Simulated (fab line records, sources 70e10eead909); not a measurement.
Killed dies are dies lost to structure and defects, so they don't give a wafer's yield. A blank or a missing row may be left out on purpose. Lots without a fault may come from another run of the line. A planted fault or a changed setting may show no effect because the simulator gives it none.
fab line records | flow nand_harc
record lots=6 wafers=18 last_day=24
route steps=1159 shown A_STAIRCASE@519 END@1159
lots that met no fault: from a run of the same line without faults
start_h: hours from the record's first day to the start of the lot's first wafer shown | wait_h: hours since the lot's step before | " the same as in the row above | L1.1+2: a row that stands for several wafers | - no value, or no start given | * or withheld: withheld | < > ~ a bound
route shown NAME@n: a module of which the file shows steps, and the number in the route of the first | usual: mean/standard deviation of fault-free wafers | same: alike in all rows | chamber/n: place in a boat | sites: the reading at each site | _std_site: their standard deviation | _edge_site: outer sites' mean less inner sites' | radius_mm: how far each site lies from the wafer's centre | mask NAME#n: copy n | behind: the tool/chamber that last shaped the wafer | hold: why the lot was held/for how many hours/how that ended | device: the transistor (n, p or np) that didn't switch | end of line: the same wafers' tests at the end of the route | a step without rows: its recipe alone | killed: dies lost to structure and defects at the first sort, not the wafer's yield | map: a wafer's dies, x killed, . not, _ none there
set.NAME: the setting as run; set.NAME@STEP: as run at that earlier step | model.NAME: the simulator's own value behind a step, which no gauge read
lots at some steps of the route; a table a step, a row a wafer
services: from which hour (start_h, from the record's first day; less than 0 if before it) a tool's chamber was out of use, for how many hours, and why
## steps
# step NHARC_A_STAIRCASE_DEP_156
# recipe target_thk_a=500 temp_c=400 target_thk_nm=50 flow_sccm=200 rf_w=450 material=SiNx
# usual heater_power_w=704/89 rf_fwd_power_W=447.9/1.4
# columns lot.wafer tool chamber start_h wait_h heater_power_w rf_fwd_power_W
L230.1 pecvd-02 2 240.22 0.2 673 447.4
L230.3 " 0 " " 606 446.5
L230.5 " 0 " " 624 448.3
L233.1 pecvd-03 2 254.61 0.1 753 449.9
L233.6 " 1 " " 811 447.8
L233.5 " 2 " " 772 447.0
L236.1 pecvd-04 1 274.95 0.1 611 449.6
L236.6 " 1 " " 607 447.3
L236.5 " 2 " " 681 447.4
L240.2 pecvd-04 2 299.71 0.5 640 447.6
L240.3 " 0 " " 851 447.1
L240.5 " 1 " " 679 450.2
L249.1 pecvd-04 0 352.32 0.1 771 449.4
L249.6 " 2 " " 761 449.1
L249.5 " 0 " " 756 449.7
L251.3 pecvd-02 1 364.73 0.1 552 448.6
L251.1 " 2 " " 662 448.3
L251.4 " 1 " " 562 448.5
# step NHARC_A_STAIRCASE_DEHYDRATE_158
# recipe temp_c=150 time_s=120
# step NHARC_A_STAIRCASE_HMDS_159
# recipe time_s=30
# step NHARC_A_STAIRCASE_COAT_160
# recipe spin_rpm=1200
# step NHARC_A_STAIRCASE_SOFTBAKE_161
# recipe temp_c=135 time_s=170
# step NHARC_A_STAIRCASE_EBR_162
# step NHARC_A_STAIRCASE_EXPOSE_163
# recipe na=0.5 dose_mj=20.01 mask_id=STAIR_OPEN
# step NHARC_A_STAIRCASE_PEB_164
# recipe peb_temp_c=115 peb_time_s=130
# step NHARC_A_STAIRCASE_DEVELOP_165
# recipe time_s=140
# step NHARC_A_STAIRCASE_HARDBAKE_167
# recipe temp_c=120 time_s=140
# step NHARC_A_STAIRCASE_DESCUM_168
# recipe time_s=3 o2_flow_sccm=200 ar_flow_sccm=0 bias_power_w=0 chemistry=O2
# usual drypump_motor_current_A=5.7/0.33 mfc_ar_sccm=0.009/0.014 oes_product_au=0.999/0.007 rf_vpp_V=57.8/0.93 showerhead_plenum_p_Torr=1.90/0.096 throttle_valve_pct=11.312/0.0087
# columns lot.wafer tool chamber start_h wait_h drypump_motor_current_A mfc_ar_sccm oes_product_au rf_hours_counter_h rf_vpp_V showerhead_plenum_p_Torr throttle_valve_pct
L230.1 rie_diel-03 0 241.08 - 5.5 0 0.994 5 58.2 1.96 11.313
L230.3 " 1 " " 5.8 0.026 0.996 8 59.6 2.05 11.310
L230.5 " 3 " " 6.1 0 1.005 - 59.3 1.97 11.309
L233.1 rie_diel-07 0 255.58 - 6.3 0 0.993 7 57.9 2.07 11.317
L233.5 " 3 " " 5.7 0.044 0.991 - 59.8 1.96 11.311
L233.6 " 0 " " 6.3 0 0.993 - 59.6 2.07 11.318
L236.1 rie_diel-03 1 275.83 - 5.8 0.026 0.996 21 58.4 2.05 11.317
L236.5 " 3 " " 6.0 0 0.996 - 56.5 1.97 11.312
L236.6 " 0 " " 5.5 0 0.996 - 57.0 1.95 11.316
L240.3 rie_diel-03 1 300.69 - 5.8 0.026 1.002 29 58.5 2.05 11.321
L240.2 " 2 " " 5.7 0 0.996 29 58.4 1.95 11.297
L240.5 " 1 " " 5.8 0.026 1.000 - 58.9 2.05 11.309
L249.1 rie_diel-02 2 353.13 - 5.4 0.014 0.994 5 56.7 1.79 11.308
L249.6 " 2 " " 5.4 0.014 0.995 - 57.2 1.79 11.310
L249.5 " 3 " " 5.0 0.002 0.998 - 56.7 1.82 11.310
L251.1 rie_diel-07 1 365.68 - 5.5 0.032 0.990 44 58.0 1.79 11.298
L251.4 " 3 " " 5.7 0.044 0.998 37 57.1 1.95 11.313
L251.3 " 0 " " 6.3 0 0.996 40 58.1 2.06 11.309
# step NHARC_A_STAIRCASE_ETCH_169
# recipe target_depth_a=500 time_s=107.1 ion_energy_ev=120 ch3f_flow_sccm=50 o2_flow_sccm=30 ar_flow_sccm=200 rf_w=500 bias_w=100 chemistry=CH3F/O2
# usual drypump_motor_current_A=5.7/0.34 mfc_ar_sccm=200.0/0.53 oes_product_au=0.947/0.017 rf_fwd_power_W=497.0/1.9 rf_vpp_V=244.1/1.8 run_length_s=128.6/0.39 showerhead_plenum_p_Torr=2.44/0.12 throttle_valve_pct=20.663/0.01
# columns lot.wafer tool chamber start_h wait_h drypump_motor_current_A mfc_ar_sccm oes_product_au rf_fwd_power_W rf_hours_counter_h rf_vpp_V run_length_s showerhead_plenum_p_Torr throttle_valve_pct
L230.3 rie_diel-03 1 241.23 0.1 5.8 199.9 0.945 497.4 9 246.4 128.5 2.63 20.673
L230.1 " 2 " " 5.7 199.5 0.962 494.8 9 243.6 128.5 2.51 20.648
L230.5 " 0 " " 5.5 200.7 0.947 499.3 - 243.7 129.4 2.51 20.655
L233.1 rie_diel-07 3 255.68 0.1 5.7 201.8 0.962 494.4 7 245.6 128.5 2.52 20.658
L233.5 " 0 " " 6.2 199.0 0.960 493.5 - 246.7 129.0 2.66 20.656
L233.6 " 1 " " 5.6 199.9 0.969 498.9 - 243.0 128.8 2.31 20.653
L236.1 rie_diel-03 1 275.90 0.1 5.8 200.9 0.968 496.3 21 244.2 145.3 2.63 20.661
L236.5 " 1 " " 5.8 200.0 0.966 496.2 - 247.1 145.0 2.63 20.645
L236.6 " 2 " " 5.8 199.8 0.971 494.6 - 246.5 128.9 2.51 20.674
L240.2 rie_diel-03 0 300.79 0.1 5.5 199.8 0.976 497.3 28 245.0 129.1 2.50 20.668
L240.3 " 1 " " 5.8 199.7 0.966 496.6 29 247.5 145.2 2.62 20.660
L240.5 " 2 " " 5.7 199.8 0.966 496.7 - 245.9 128.7 2.50 20.657
L249.1 rie_diel-02 0 353.22 0.1 5.9 200.1 0.965 496.5 6 242.7 128.5 2.39 20.671
L249.6 " 3 " " 5.0 200.4 0.944 499.5 - 243.2 128.7 2.34 20.648
L249.5 " 0 " " 5.9 200.2 0.967 495.6 - 243.0 128.5 2.39 20.667
L251.4 rie_diel-07 1 365.76 0.1 5.6 199.8 0.964 498.8 44 241.6 128.5 2.30 20.678
L251.3 " 2 " " 6.0 200.2 0.965 500.7 44 242.7 128.3 2.33 20.660
L251.1 " 3 " " 5.7 200.2 0.977 495.9 37 244.2 128.5 2.51 20.668
# step NHARC_A_STAIRCASE_ETCH_170
# recipe target_depth_a=2000 time_s=66.667 ion_energy_ev=250 c4f6_flow_sccm=25 o2_flow_sccm=20 ar_flow_sccm=500 rf_w=600 bias_w=500 chemistry=C4F6/O2
# usual drypump_motor_current_A=5.7/0.34 mfc_ar_sccm=500.2/1.6 oes_product_au=0.970/0.015 rf_fwd_power_W=594.9/2.4 rf_vpp_V=546/3.7 run_length_s=88.1/0.4 showerhead_plenum_p_Torr=3.90/0.18 throttle_valve_pct=26.904/0.009
# columns lot.wafer tool chamber start_h wait_h drypump_motor_current_A mfc_ar_sccm oes_product_au rf_fwd_power_W rf_hours_counter_h rf_vpp_V run_length_s showerhead_plenum_p_Torr throttle_valve_pct
L230.1 rie_diel-03 2 - - 5.7 499.5 0.988 594.9 9 548 88.0 4.00 26.906
L230.3 " 1 " " 5.8 501.3 0.975 595.4 9 551 87.8 4.19 26.902
L230.5 " 2 " " 5.8 501.1 0.984 594.9 - 549 88.5 4.00 26.903
L233.1 rie_diel-07 0 - - 6.2 499.7 0.970 586.2 7 554 88.4 4.22 26.898
L233.5 " 1 " " 5.6 503.1 0.974 597.3 - 544 88.2 3.71 26.901
L233.6 " 2 " " 6.1 501.1 0.984 592.2 - 542 87.6 3.75 26.920
L236.1 rie_diel-03 0 - - 5.5 501.1 0.954 597.0 18 548 88.5 3.99 26.897
L236.6 " 3 " " 6.1 500.0 0.961 596.9 - 549 87.9 4.03 26.915
L236.5 " 0 " " 5.5 501.7 0.963 595.9 - 549 88.4 3.99 26.910
L240.3 rie_diel-03 3 - - 6.1 497.9 0.983 592.3 30 550 88.5 4.02 26.906
L240.2 " 2 " " 5.7 498.3 0.971 592.4 29 549 88.4 3.99 26.914
L240.5 " 0 " " 5.5 501.4 0.979 600.6 - 549 88.4 3.99 26.870
L249.1 rie_diel-02 1 - - 5.4 501.1 0.990 592.0 6 541 88.3 3.69 26.904
L249.5 " 0 " " 5.9 501.0 0.982 595.1 - 544 88.6 3.82 26.912
L249.6 " 1 " " 5.4 500.1 0.984 595.8 - 542 87.9 3.69 26.899
L251.1 rie_diel-07 0 - - 6.3 501.2 0.985 591.6 40 552 88.4 4.20 26.890
L251.3 " 1 " " 5.6 501.2 0.959 592.9 44 542 88.2 3.69 26.902
L251.4 " 3 " " 5.7 500.9 0.976 598.1 37 549 87.7 4.00 26.897
# step NHARC_END_SORT_01
# recipe temp_c=25
# usual killed_at_array=28/12 killed_at_other=0.8/1.1 killed_at_periphery=3.6/2.3 killed_dies=32/12 killed_open=3.4/1.9 killed_short=2.0/1.3
# same gross_dies=677
# columns lot.wafer tool chamber start_h wait_h killed_at_array killed_at_other killed_at_periphery killed_dies killed_open killed_short
L236.1 prober-01 0 482.63 2.5 28 1 4 33 8 4
L236.5 prober-01 0 485.83 3.7 16 1 3 20 3 1
L236.6 prober-01 0 486.63 4.0 9 3 3 15 3 2
# killed by level:class
L236.1 A_CHANNEL_HOLE_D1:chamber_film_flake=5 A_M1:chamber_film_flake=5 A_CONTACT:geometric_particle:open=4 A_CHANNEL_FILL_D1:chamber_film_flake=3 A_CHANNEL_FILL_D1:geometric_particle:open=2 A_M0:geometric_particle:open=2 P_CONTACT:chamber_film_flake=2 A_ZERO_WELL:chamber_film_flake=2
L236.5 A_CHANNEL_HOLE_D1:chamber_film_flake=4 A_STAIRCASE:chamber_film_flake=3 A_M0:geometric_particle:open=2 P_CONTACT:chamber_film_flake=2 A_CHANNEL_FILL_D1:chamber_film_flake=2 A_M1:chamber_film_flake=2 A_CHANNEL_HOLE_D1:geometric_particle:short=1 A_CONTACT:geometric_particle:open=1
L236.6 A_M1:chamber_film_flake=3 THIN_TSV:chamber_film_flake=3 P_STI:chamber_film_flake=2 P_GATE:geometric_particle:open=1 A_SOURCE_PLATE:geometric_particle:short=1 A_CHANNEL_FILL_D1:geometric_particle:short=1 A_CONTACT:geometric_particle:open=1 A_M1:geometric_particle:open=1
## services
# columns tool chamber start_h hours kind
rie_diel-03 0 224.30 - clean
rie_diel-03 1 224.30 - clean
rie_diel-03 2 224.30 - clean
rie_diel-03 3 224.30 - clean
rie_diel-03 0 224.77 8.1 repair
rie_diel-07 - 228.37 9.0 pm
rie_diel-07 0 241.42 3.2 repair
rie_diel-03 1 245.13 1.9 repair
rie_diel-03 0 248.89 - clean
rie_diel-03 1 248.89 - clean
rie_diel-03 2 248.89 - clean
rie_diel-03 3 248.89 - clean
rie_diel-02 2 254.31 11.7 repair
rie_diel-03 0 273.39 - clean
rie_diel-03 1 273.39 - clean
rie_diel-03 2 273.39 - clean
rie_diel-03 3 273.39 - clean
pecvd-03 - 292.39 13.0 pm
pecvd-02 1 313.40 7.9 repair
rie_diel-07 3 320.10 10.3 repair
rie_diel-02 - 328.11 9.0 pm
pecvd-02 - 334.00 13.0 pm
rie_diel-07 - 349.49 0.6 repair
pecvd-04 0 354.95 16.5 repair
## key
first_sign step=NHARC_A_STAIRCASE_ETCH_169 reading=run_length_s direction=up sigmas=42 usual=* struck=*
effect none on later readings
met_at NHARC_A_STAIRCASE_ETCH_169
struck_wafers L236.1,L236.5,L240.3
tester_left_out L236,L240
onset_between 241.23 275.90
fault kind=process_parameter_drift tool=rie_diel-03 chamber=1 onset_h=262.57 steps=NHARC_A_STAIRCASE_ETCH_169 channel=time_s offset=* shape=step end_h=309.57 acts_in=* stated=*
# tester_left_out: of these lots the tester's yield and bins aren't shown, on N5 and GAA mostly nor the transistor test; their killed dies are dies lost to structure and defects alone, not to doping, threshold or leakage, so they don't give the yield
